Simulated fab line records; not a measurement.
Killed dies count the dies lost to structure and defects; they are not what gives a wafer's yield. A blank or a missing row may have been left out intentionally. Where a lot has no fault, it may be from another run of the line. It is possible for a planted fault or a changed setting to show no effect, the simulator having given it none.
fab line records ; flow n5-finfet
[record] lots = 10; wafers = 28; last-day = 18
route steps=1938 shown HKMG_FIN@441 BEOL_M4@1111 PASSIVATION@1936
lots untouched by any fault: they come from a run of this same line in which no faults occurred
start-h: start of the lot's first displayed wafer, in hours after the record's first day ; wait-h: hours since the lot's step before ; " identical to the entry in the row above ; L1.1+2: several wafers, shown together as one row ; - no value, or no start given ; * or withheld: withheld ; < > ~ a bound
route shown NAME@n: a module of which the file shows steps, and the number in the route of the first ; usual: mean/standard deviation taken from wafers without a fault ; same: alike in all rows ; chamber/n: place in a boat ; sites: readings site by site ; _std_site: standard deviation across them ; _edge_site: the outer-site mean with the inner-site mean subtracted ; radius-mm: how far each site lies from the wafer's centre ; mask NAME#n: copy n ; behind: the most recent tool/chamber to have shaped the wafer ; hold: cause of the lot's hold/its duration in hours/its outcome ; device: the transistor (n, p or np) that didn't switch ; end of line: the route-end tests of the same wafers ; a step without rows: its recipe alone ; killed: dies that structure and defects cost at the first sort, which is not the same as the wafer's yield ; map: per-die view of a wafer (x killed, . not killed, _ where there is no die)
set.NAME: the setting that was run; set.NAME@STEP: the one run at that earlier step ; model.NAME: the simulator's own value behind a step, which no gauge read
steps of the route over a sample of lots; a table a step, a row a wafer
services: a tool's chamber out of use, with start hour (start-h, from the record's first day; less than 0 if before it), hours out, and reason
[[steps]]
[step N5_HKMG_FIN_STRIP_19]
[recipe] chemistry = N2/H2; power-w = 2500; temp-c = 300; h2-frac = 0.65; time-s = 360; pressure-mtorr = withheld; n2-flow-sccm = 1750; h2-flow-sccm = 3250
[usual] drypump-motor-current-A = 5.7/0.41; heater-power-w = 458/47
lot.wafer;tool;chamber;start-h;wait-h;drypump-motor-current-A;heater-power-w;rf-hours-counter-h
L809.1;plasma-asher-02;0;84.27;0.0;5.7;409;84
L809.4;plasma-asher-02;0;84.27;0.0;5.7;419;-
L809.5;plasma-asher-02;1;84.27;0.0;6.3;444;-
L812.3;plasma-asher-02;1;98.81;0.1;6.3;446;-
L812.5;plasma-asher-02;0;98.81;0.1;5.7;419;-
L812.6;plasma-asher-02;1;98.81;0.1;6.2;448;-
L815.1;plasma-asher-01;0;118.68;0.0;5.6;440;52
L815.3;plasma-asher-01;0;118.68;0.0;5.6;447;-
L815.5;plasma-asher-01;0;118.68;0.0;5.6;449;-
L816.1;plasma-asher-01;0;125.69;0.1;5.6;450;55
L816.4;plasma-asher-01;1;125.69;0.1;5.1;548;-
L816.5;plasma-asher-01;0;125.69;0.1;5.6;454;-
L819.5;plasma-asher-02;1;144.44;0.3;6.2;429;-
L819.6;plasma-asher-02;0;144.44;0.3;5.6;414;-
L820.1;plasma-asher-01;0;149.55;0.0;5.6;449;60
L820.2;plasma-asher-01;1;149.55;0.0;5.1;548;60
L820.3;plasma-asher-01;0;149.55;0.0;5.6;440;-
L822.4;plasma-asher-01;1;163.66;0.1;5.1;528;-
L822.5;plasma-asher-01;1;163.66;0.1;5.1;546;-
L829.3;plasma-asher-01;1;202.83;0.1;5.1;548;-
L829.4;plasma-asher-01;0;202.83;0.1;5.6;445;-
L829.5;plasma-asher-01;0;202.83;0.1;5.6;441;-
L830.3;plasma-asher-02;0;219.19;0.1;5.7;413;-
L830.4;plasma-asher-02;1;219.19;0.1;6.2;447;-
L830.5;plasma-asher-02;1;219.19;0.1;6.2;444;-
L831.1;plasma-asher-02;0;221.39;0.0;5.7;415;106
L831.2;plasma-asher-02;1;221.39;0.0;6.2;442;106
L831.3;plasma-asher-02;0;221.39;0.0;5.7;414;-
[step N5_HKMG_FIN_NWFM_ALD_20]
[recipe] material = TiAlC; target-thk-a = 20; temp-c = 300; ald-precursor-family = TiCl4; ald-co-reactant = TEA; pulse-time-s = 3; purge-time-s = 2; co-reactant-purge-time-s = 2; co-reactant-pulse-time-s = 10; ald-cycles = 7; pressure-torr = 3
[usual] co-reactant-pulse-time-s = 10/0; heater-power-w = 508/54; precursor-pulse-height-rel = 0.997/0.019
[same] pulse-time-s = 3
lot.wafer;tool;chamber;start-h;wait-h;co-reactant-pulse-time-s;heater-power-w;precursor-pulse-height-rel
L809.1;ald-metal-03;2;85.63;0.3;10;527;0.969
L809.4;ald-metal-03;1;85.63;0.3;10;561;0.969
L809.5;ald-metal-03;1;85.63;0.3;10;566;0.971
L812.3;ald-metal-01;2;100.05;0.1;10;419;0.981
L812.5;ald-metal-01;0;100.05;0.1;10;472;0.995
L812.6;ald-metal-01;1;100.05;0.1;10;598;1.020
L815.1;ald-metal-01;0;120.03;0.3;10;466;0.992
L815.3;ald-metal-01;3;120.03;0.3;10;476;0.999
L815.5;ald-metal-01;2;120.03;0.3;10;413;0.979
L816.1;ald-metal-03;1;127.05;0.3;10;561;0.986
L816.4;ald-metal-03;2;127.05;0.3;10;542;1.011
L816.5;ald-metal-03;0;127.05;0.3;10;507;0.998
L819.5;ald-metal-03;1;145.61;0.1;10;567;0.994
L819.6;ald-metal-03;2;145.61;0.1;14.121;531;1.007
L820.1;ald-metal-04;3;150.91;0.3;10;471;0.990
L820.2;ald-metal-04;1;150.91;0.3;10;564;1.029
L820.3;ald-metal-04;0;150.91;0.3;10;512;1.014
L822.4;ald-metal-03;1;164.92;0.1;14.121;558;0.996
L822.5;ald-metal-03;1;164.92;0.1;10;572;1.028
L829.3;ald-metal-01;3;204.06;0.1;10;491;0.987
L829.4;ald-metal-01;0;204.06;0.1;10;467;1.017
L829.5;ald-metal-01;1;204.06;0.1;10;595;1.003
L830.3;ald-metal-04;0;220.45;0.1;10;538;1.028
L830.4;ald-metal-04;2;220.45;0.1;10;487;1.004
L830.5;ald-metal-04;3;220.45;0.1;10;458;0.988
L831.1;ald-metal-01;3;222.75;0.3;10;495;0.991
L831.2;ald-metal-01;2;222.75;0.3;10;423;0.994
L831.3;ald-metal-01;0;222.75;0.3;10;468;0.983
[step N5_HKMG_FIN_ETCHBACK_68]
[recipe] chemistry = Cl2/Ar; stop-on = HfO2; target-depth-a = 5; pressure-mtorr = 10; icp-w = 600; bias-w = 60; Cl2_flow_sccm = 40; Ar_flow_sccm = 60
[usual] chamber-pressure-mTorr = 10.000/0.01; drypump-motor-current-A = 5.6/0.42; mfc-cl2-sccm = 39.97/0.13; oes_ar_750_au = 0.82/0.097; oes-product-au = 0.81/0.095; throttle-valve-pct = 20.78/0.21
lot.wafer;tool;chamber;start-h;wait-h;chamber-pressure-mTorr;drypump-motor-current-A;mfc-cl2-sccm;oes_ar_750_au;oes-product-au;rf-hours-counter-h;throttle-valve-pct
L809.1;rie-metal-01;0;86.37;0.1;9.991;5.3;40.07;0.93;0.94;2;20.64
L809.4;rie-metal-01;1;86.37;0.1;9.996;6.1;39.91;0.82;0.80;-;20.97
L809.5;rie-metal-01;0;86.37;0.1;10.004;5.3;39.96;0.95;0.94;-;20.65
L812.3;rie-metal-02;0;100.92;0.1;10.002;5.0;39.74;0.66;0.65;-;20.89
L812.5;rie-metal-02;0;100.92;0.1;10.011;4.9;39.94;0.66;0.65;-;20.90
L812.6;rie-metal-02;1;100.92;0.1;10.001;6.0;39.80;0.93;0.90;-;20.94
L815.1;rie-metal-03;0;120.69;0.0;10.006;5.3;39.92;0.90;0.89;5;20.35
L815.3;rie-metal-03;0;120.69;0.0;10.008;5.3;40.05;0.91;0.90;-;20.36
L815.5;rie-metal-03;0;120.69;0.0;9.986;5.3;40.02;0.91;0.90;-;20.36
L816.1;rie-metal-03;0;127.84;0.0;9.989;5.3;40.05;0.90;0.90;6;20.35
L816.4;rie-metal-03;0;127.84;0.0;10.004;5.3;39.87;0.91;0.90;-;20.36
L816.5;rie-metal-03;1;127.84;0.0;10.005;5.9;39.88;0.78;0.78;-;20.77
L819.5;rie-metal-01;0;146.30;0.1;10.006;5.3;39.92;0.90;0.90;-;20.66
L819.6;rie-metal-01;1;146.30;0.1;10.010;6.1;39.75;0.81;0.78;-;21.01
L820.1;rie-metal-01;0;151.57;0.0;9.998;5.3;39.95;0.90;0.88;8;20.65
L820.2;rie-metal-01;1;151.57;0.0;9.999;6.1;39.75;0.80;0.78;38;20.99
L820.3;rie-metal-01;0;151.57;0.0;10.017;5.3;39.87;0.90;0.89;-;20.64
L822.4;rie-metal-03;1;165.63;0.1;10.012;5.9;39.80;0.78;0.77;-;20.76
L822.5;rie-metal-03;0;165.63;0.1;10.002;5.3;40.18;0.88;0.87;-;20.37
L829.3;rie-metal-02;1;204.76;0.1;10.005;6.0;40.03;0.88;0.86;-;20.95
L829.4;rie-metal-02;0;204.76;0.1;9.979;4.9;39.99;0.65;0.64;-;20.93
L829.5;rie-metal-02;1;204.76;0.1;10.006;6.0;40.03;0.89;0.85;-;20.96
L830.3;rie-metal-02;0;221.15;0.1;10.004;4.9;40.02;0.64;0.64;-;20.92
L830.4;rie-metal-02;1;221.15;0.1;10.017;6.0;40.15;0.88;0.85;-;20.95
L830.5;rie-metal-02;1;221.15;0.1;9.996;6.0;40.12;0.88;0.85;-;20.95
L831.1;rie-metal-02;1;223.41;0.0;9.994;6.0;40.09;0.87;0.85;17;20.95
L831.2;rie-metal-02;0;223.41;0.0;10.004;5.0;40.14;0.64;0.64;102;20.94
L831.3;rie-metal-02;0;223.41;0.0;9.996;5.0;39.97;0.64;0.63;-;20.93
[step N5_HKMG_FIN_CMP_94]
[recipe] stop-on = SiNx; post-cmp-clean = w-dilute-nh4oh; t-overpolish-s = 4.7; down-force-psi = 4; platen-rpm = 50.289; pad-velocity-m-s = 1.0006; target-thk-nm = 43.299
[usual] motor-current-A = 12.1/1.2; pad-life-wafers = 1245/550; slurry-filter-dp-kPa = 13.50/0.14; slurry-flow-ml-min = 150.0/0.46
lot.wafer;tool;chamber;start-h;wait-h;motor-current-A;pad-life-wafers;slurry-filter-dp-kPa;slurry-flow-ml-min
L809.1;cmp-04;3;87.92;0.4;12.7;750;13.43;149.6
L809.4;cmp-04;2;87.92;0.4;11.4;753;13.53;149.8
L809.5;cmp-04;3;87.92;0.4;12.2;-;13.53;149.2
L812.3;cmp-02;3;102.51;0.2;10.4;1845;13.58;150.0
L812.6;cmp-02;0;102.51;0.2;12.0;-;13.34;149.6
L812.5;cmp-02;1;102.51;0.2;14.6;-;13.60;150.2
L815.1;cmp-03;0;122.23;0.4;11.9;1374;13.51;150.0
L815.3;cmp-03;3;122.23;0.4;13.6;1377;13.58;150.0
L815.5;cmp-03;0;122.23;0.4;11.2;-;13.36;149.9
L816.1;cmp-02;0;129.40;0.4;12.0;2070;13.61;149.8
L816.4;cmp-02;3;129.40;0.4;11.1;2073;13.22;149.6
L816.5;cmp-02;0;129.40;0.4;11.7;-;13.50;149.7
L819.6;cmp-04;1;147.89;0.2;12.2;-;13.51;150.8
L819.5;cmp-04;2;147.89;0.2;11.6;-;13.39;150.7
L820.2;cmp-02;0;153.11;0.4;12.4;66;13.25;149.9
L820.3;cmp-02;1;153.11;0.4;14.9;67;13.51;149.9
L820.1;cmp-02;3;153.11;0.4;10.2;69;13.43;150.4
L822.4;cmp-03;2;167.28;0.4;12.3;1692;13.49;149.9
L822.5;cmp-03;3;167.28;0.4;13.4;-;13.31;150.4
L829.3;cmp-02;0;206.26;0.4;12.0;540;13.70;150.7
L829.4;cmp-02;2;206.26;0.4;11.3;542;13.29;149.6
L829.5;cmp-02;1;206.26;0.4;14.7;-;13.53;150.0
L830.4;cmp-02;1;222.68;0.3;14.4;685;13.48;149.9
L830.3;cmp-02;3;222.68;0.3;10.8;687;13.52;150.2
L830.5;cmp-02;0;222.68;0.3;12.1;-;13.80;150.3
L831.1;cmp-02;1;224.97;0.3;14.3;703;13.58;149.7
L831.3;cmp-02;2;224.97;0.3;11.3;704;13.59;150.1
L831.2;cmp-02;3;224.97;0.3;10.4;705;13.56;149.9
[step N5_BEOL_M4_RC_MEAS_101]
[usual] DIBL_N = 36.4/1.3; DIBL_P = 36.5/1.7; IOFF_N = 0.154/0.022; IOFF_P = 0.202/0.025; ION_N = 671/9.8; ION_P = 460/6.8; SS_N = 71.6/0.54; SS_P = 73.4/0.58; VT_N = 250.9/2.8; VT_P = -251.4/2.7
lot.wafer;tool;chamber;start-h;wait-h;DIBL_N[mV/V];DIBL_P[mV/V];IOFF_N[nA/um];IOFF_P[nA/um];ION_N[uA/um];ION_P[uA/um];SS_N[mV/dec];SS_P[mV/dec];VT_N[mV];VT_P[mV]
L809.1;prober-02;0;172.44;0.0;37.2;35.9;0.159;0.181;682;449;73.0;73.1;252.0;-252.2
L809.4;prober-02;0;172.44;0.0;34.8;33.7;0.124;0.161;668;458;71.3;73.1;255.4;-252.7
L809.5;prober-02;0;172.44;0.0;37.4;36.4;0.168;0.194;674;452;72.1;72.9;250.2;-252.2
L812.3;prober-02;0;178.10;0.3;36.4;36.5;0.135;0.171;662;448;70.7;72.7;251.5;-255.8
L812.5;prober-02;0;178.10;0.3;38.7;38.8;0.172;0.203;678;453;71.6;74.2;247.7;-253.6
L812.6;prober-02;0;178.10;0.3;38.6;38.8;0.176;0.202;676;450;71.8;73.7;247.2;-253.1
L815.1;prober-02;0;220.06;0.0;35.0;35.0;0.147;0.186;666;460;71.6;73.4;252.3;-252.5
L815.3;prober-02;0;220.06;0.0;35.8;36.2;0.169;0.206;679;465;71.2;73.2;249.0;-253.1
L815.5;prober-02;0;220.06;0.0;35.1;34.2;0.147;0.174;666;449;71.5;73.8;252.8;-252.6
L816.1;prober-02;0;222.66;0.0;36.6;37.3;0.159;0.232;669;466;71.8;74.1;250.7;-248.4
L816.4;prober-02;0;222.66;0.0;35.6;35.2;0.135;0.194;664;461;71.9;73.4;253.0;-250.1
L816.5;prober-02;0;222.66;0.0;35.2;35.7;0.135;0.200;669;471;70.7;73.5;251.4;-249.6
L819.5;prober-02;0;228.94;0.6;35.6;36.0;0.136;0.178;664;461;71.0;73.7;254.1;-253.2
L819.6;prober-02;0;228.94;0.6;36.3;37.2;0.172;0.194;676;457;71.6;73.6;247.4;-251.0
L820.1;prober-01;0;230.23;0.0;35.9;38.8;0.157;0.192;673;458;71.7;73.6;249.1;-254.4
L820.2;prober-01;0;230.23;0.0;35.8;39.1;0.153;0.191;665;458;71.6;73.8;251.6;-251.8
L820.3;prober-01;0;230.23;0.0;35.6;38.8;0.147;0.182;672;452;71.8;73.1;252.3;-254.5
L822.4;prober-02;0;261.88;0.5;36.6;37.2;0.198;0.210;687;460;72.1;73.8;245.6;-252.6
L822.5;prober-02;0;261.88;0.5;35.7;35.5;0.150;0.189;674;462;71.9;73.2;249.2;-251.8
L829.3;prober-02;0;287.61;0.3;38.7;40.7;0.203;0.250;671;462;73.0;74.1;248.8;-248.9
L829.4;prober-02;0;287.61;0.3;37.7;40.3;0.184;0.238;675;457;72.1;74.4;249.9;-249.7
L829.5;prober-02;0;287.61;0.3;38.3;41.4;0.213;0.267;679;461;72.4;73.9;248.1;-247.8
L831.1;prober-01;0;305.59;0.0;36.1;37.4;0.157;0.192;677;453;71.5;73.3;247.4;-252.0
L831.2;prober-01;0;305.59;0.0;37.4;38.9;0.189;0.220;685;465;71.6;74.2;245.6;-250.3
L831.3;prober-01;0;305.59;0.0;37.3;38.9;0.187;0.211;669;455;71.8;73.7;248.7;-251.6
L830.3;prober-01;0;310.98;0.3;34.7;34.7;0.130;0.191;662;459;71.6;72.5;253.3;-251.2
L830.4;prober-01;0;310.98;0.3;35.0;35.3;0.134;0.199;679;466;70.6;72.7;251.0;-248.1
L830.5;prober-01;0;310.98;0.3;35.2;36.0;0.145;0.215;672;464;71.2;72.4;250.8;-249.1
[step N5_PASSIVATION_PROBE_49]
[usual] defect-limited-yield = 91.1/1.3; killed_at_M0_to_M3 = 34/10; killed_at_M4_up = 14/5.7; killed-at-contacts = 12/5.9; killed-at-front-end = 41/12; killed-at-other = 4/3.1; killed-dies = 105/15; killed-on-rim = 14/4.2; killed-open = 69/11; killed-short = 35/7.8; sort_bin_5_function = 5.3/0.81; sort_bin_6_memory = 3.3/0.75; sort-n-pass = 1075/15; sort-yield-pct = 91.1/1.3
[same] gross-dies = 1180; killed-at-back-side = 0; sort_bin_4_leakage[%] = 0; sort_bin_8_speed[%] = 0
lot.wafer;tool;chamber;start-h;wait-h;defect-limited-yield[%];killed_at_M0_to_M3;killed_at_M4_up;killed-at-contacts;killed-at-front-end;killed-at-other;killed-dies;killed-on-rim;killed-open;killed-short;sort_bin_5_function[%];sort_bin_6_memory[%];sort-n-pass;sort-yield-pct[%]
L816.1;prober-02;-;329.65;0.0;88.6;19;9;30;75;1;134;20;95;39;6.9;4.2;1046;88.6
L816.5;prober-02;-;329.85;0.2;86.3;47;11;18;83;3;162;25;113;49;8.6;5.1;1018;86.3
// killed by level:class
L816.1 FIN_SAQP:geometric-particle:open=33 MOL_CONTACT_COAG:geometric-particle:open=27 FIN_SAQP:geometric-particle:short=21 STI_FIN_REVEAL:geometric-particle:open=6 BEOL_M3:geometric-particle:open=6 BEOL_M2:geometric-particle:open=4 DUMMY_GATE:geometric-particle:open=3 MOL_CONTACT_COAG:geometric-particle:short=3
L816.5 FIN_SAQP:geometric-particle:open=35 MOL_CONTACT_COAG:geometric-particle:open=12 STI_FIN_REVEAL:geometric-particle:open=11 BEOL_M3:geometric-particle:open=11 BEOL_M2:geometric-particle:open=10 FIN_SAQP:geometric-particle:short=9 BEOL_M0_SAQP:geometric-particle:short=9 GATE_CUT:geometric-particle:short=7
[[services]]
tool;chamber;start-h;hours;kind
cmp-04;-;64.51;0.4;repair
ald-metal-03;-;68.26;1.0;repair
ald-metal-01;-;69.60;14.6;pm
rie-metal-03;-;69.95;1.4;repair
rie-metal-02;0;75.97;10.4;repair
cmp-04;-;82.26;5.0;pm
rie-metal-03;-;85.25;2.8;pm
ald-metal-01;3;85.92;15.1;repair
rie-metal-02;-;91.63;0.3;repair
plasma-asher-02;-;112.53;15.6;pm
cmp-03;-;124.34;7.2;pm
cmp-02;-;134.51;5.8;pm
cmp-02;-;141.38;4.0;pm
cmp-02;-;145.38;-;consumable-replace:conditioner
cmp-02;-;145.38;-;consumable-replace:pad
rie-metal-01;0;173.63;9.6;repair
cmp-02;-;201.67;0.3;repair
ald-metal-03;-;206.09;6.0;pm
plasma-asher-01;-;208.67;0.9;repair
cmp-03;-;211.96;4.0;pm
cmp-03;-;215.96;-;consumable-replace:conditioner
cmp-03;-;215.96;-;consumable-replace:pad
[[key]]
[first-sign] step = N5_HKMG_FIN_NWFM_ALD_20; reading = co-reactant-pulse-time-s; direction = up; sigmas = 99+; usual = *; struck = *
effect none on later readings
met-at N5_HKMG_FIN_NWFM_ALD_20
struck-lots L819,L822
struck-wafers L819.6,L822.4
not-acting-at N5_HKMG_FIN_STRIP_19,N5_HKMG_FIN_ETCHBACK_68,N5_HKMG_FIN_CMP_94
onset-between 127.05 145.61
[fault] kind = process-parameter-drift; tool = ald-metal-03; chamber = -; onset-h = 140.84; steps = N5_HKMG_FIN_NWFM_ALD_20; channel = co-reactant-pulse-time-s; offset = *; shape = step; end-h = 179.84; scope = struck-wafers-only; acts-in = *; stated = *
